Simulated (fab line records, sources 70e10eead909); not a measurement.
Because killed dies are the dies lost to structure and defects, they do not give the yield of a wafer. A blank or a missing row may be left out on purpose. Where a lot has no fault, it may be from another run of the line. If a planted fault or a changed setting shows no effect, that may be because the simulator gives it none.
Which tool is to blame? | flow nand harc | 6 lots (18 wafers sampled), 1 step of a 1302-step route

## WHAT THE GAUGES READ, wafer by wafer
NHARC_A_M1_INSPECT_11.
lot  | measured     | on                | raw defect count
L875 | day 24 03:58 | defect inspect-02 | 72 59 65
L879 | day 26 05:50 | defect inspect-01 | 67 74 69
L883 | day 28 01:37 | defect inspect-01 | 151 124 138
L888 | day 29 14:02 | defect inspect-01 | 109 112 115
L889 | day 30 07:41 | defect inspect-02 | 63 63 69
L892 | day 31 03:30 | defect inspect-01 | 141 131 146

## WHICH TOOL RAN EACH LOT (tool, then ch and the chambers of the sampled wafers, then the start)
Before these readings, the record contains no process step.

## THE ANSWER, worked out from the rows above alone
Rule: what is usual is taken from the lots themselves. Put in order of their means at a reading, lots are off if they are a third of the lots or fewer, leave a main group of 4 or more, and stand apart from it by a gap of 3 or more times the standard deviation of the main group's means; of several such gaps the widest counts. A main group is skipped when, at the precision printed for the reading in the tables above, its means are all equal. A lot without any number at a reading at which 4 lots or more have one is off too. All remaining lots with rows at the step are treated as sound.
No lot is off on any of the readings shown, so nothing can be concluded from this.

## WHAT THE SIMULATOR HAD INSERTED
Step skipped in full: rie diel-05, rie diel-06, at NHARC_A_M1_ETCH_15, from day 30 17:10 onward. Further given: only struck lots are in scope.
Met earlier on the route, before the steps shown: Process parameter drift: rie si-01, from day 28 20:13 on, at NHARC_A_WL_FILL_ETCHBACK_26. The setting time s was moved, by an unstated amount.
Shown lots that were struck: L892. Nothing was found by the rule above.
